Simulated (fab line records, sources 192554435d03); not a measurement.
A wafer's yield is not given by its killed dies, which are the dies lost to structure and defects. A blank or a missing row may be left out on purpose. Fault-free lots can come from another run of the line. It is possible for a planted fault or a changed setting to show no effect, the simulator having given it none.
One fault through the eyes of 3 desks | flow n5-finfet | every desk sees just its own numbers, and what lay behind them comes last

METROLOGY DESK
What the gauges read for every lot (on any tool): the sampled wafers with a number, averaged. If a lot's mean is further than 4 standard deviations from the usual mean, the lot is out of limits and carries the mark OUT (the distance appears in the brackets).
Columns: A = cd-nm at N5_BEOL_M9_CD_MEAS_18, usual 70.0 nm
lot  | first seen here | A
L297 | day 10 05:29    | 69.8
L299 | day 12 08:44    | 69.8
L300 | day 12 09:01    | 69.8
L298 | day 12 17:11    | 70.2
L302 | day 13 07:37    | 70.1
L304 | day 13 16:20    | 71.7
L315 | day 15 22:01    | 70.4
L312 | day 16 03:03    | 70.6
L316 | day 16 10:22    | 70.9
L317 | day 16 16:04    | 70.7
L318 | day 17 03:10    | 70.2
Finding of this desk: none of the 11 lots has anything out of limits.

THE DEFECT DESK
What the inspections along the route counted, lot by lot: means of the sampled wafers that have a number. If a lot's mean is further than 4 standard deviations from the usual mean, the lot is out of limits and carries the mark OUT (the distance appears in the brackets).
Columns: A = raw-defect-count at N5_BEOL_M8_INSPECT_58, usual 75
lot  | first seen here | A
L297 | day 10 02:44    | 44
L299 | day 12 05:44    | 84
L300 | day 12 06:44    | 73
L298 | day 12 14:11    | 64
L302 | day 13 02:57    | 98
L304 | day 13 13:07    | 95
L315 | day 15 19:20    | 69
L312 | day 15 22:55    | 66
L316 | day 16 07:03    | 92
L317 | day 16 13:25    | 70
L318 | day 16 23:11    | 68
Finding of this desk: none of the 11 lots has anything out of limits.

FOR THE TOOL OWNER'S DESK: rie-diel-01
The tool's own readings at N5_BEOL_M9_ETCH_62 (etches SOC in N2/H2, target depth 110 nm, overetch 22 nm, time 165 s): means of the sampled wafers that have a number, for each lot that ran on this tool. If a lot's mean is further than 4 standard deviations from the usual mean, the lot is out of limits and carries the mark OUT (the distance appears in the brackets).
Columns: A = drypump-motor-current-A at N5_BEOL_M9_ETCH_62, usual 5.74 A; B = n2-flow-sccm at N5_BEOL_M9_ETCH_62, usual 200.0 sccm; C = oes-product-au at N5_BEOL_M9_ETCH_62, usual 0.66 a.u.; D = rf-fwd-power-W at N5_BEOL_M9_ETCH_62, usual 837.4 W; E = rf-vpp-V at N5_BEOL_M9_ETCH_62, usual 523.2 V; F = showerhead-plenum-p-Torr at N5_BEOL_M9_ETCH_62, usual 2.52 Torr; G = throttle-valve-pct at N5_BEOL_M9_ETCH_62, usual 17.79 %
lot  | first seen here | A    | B     | C    | D     | E     | F    | G
L297 | day 10 04:47    | 5.67 | 200.4 | 0.65 | 836.2 | 524.5 | 2.54 | 17.75
L299 | day 12 08:22    | 5.67 | 199.9 | 0.68 | 835.5 | 521.2 | 2.46 | 17.38
L300 | day 12 08:39    | 5.77 | 200.4 | 0.72 | 836.5 | 523.2 | 2.51 | 17.30
L304 | day 13 15:58    | 5.82 | 199.9 | 0.64 | 835.5 | 523.3 | 2.55 | 17.86
Finding of this desk: none of the 4 lots has anything out of limits.

BROUGHT TOGETHER
From the metrology desk's view, nothing was out of limits.
The defect desk saw nothing out of limits.
Nothing out of limits was seen by the tool owner's desk.

WHAT WAS PUT IN BY THE SIMULATOR
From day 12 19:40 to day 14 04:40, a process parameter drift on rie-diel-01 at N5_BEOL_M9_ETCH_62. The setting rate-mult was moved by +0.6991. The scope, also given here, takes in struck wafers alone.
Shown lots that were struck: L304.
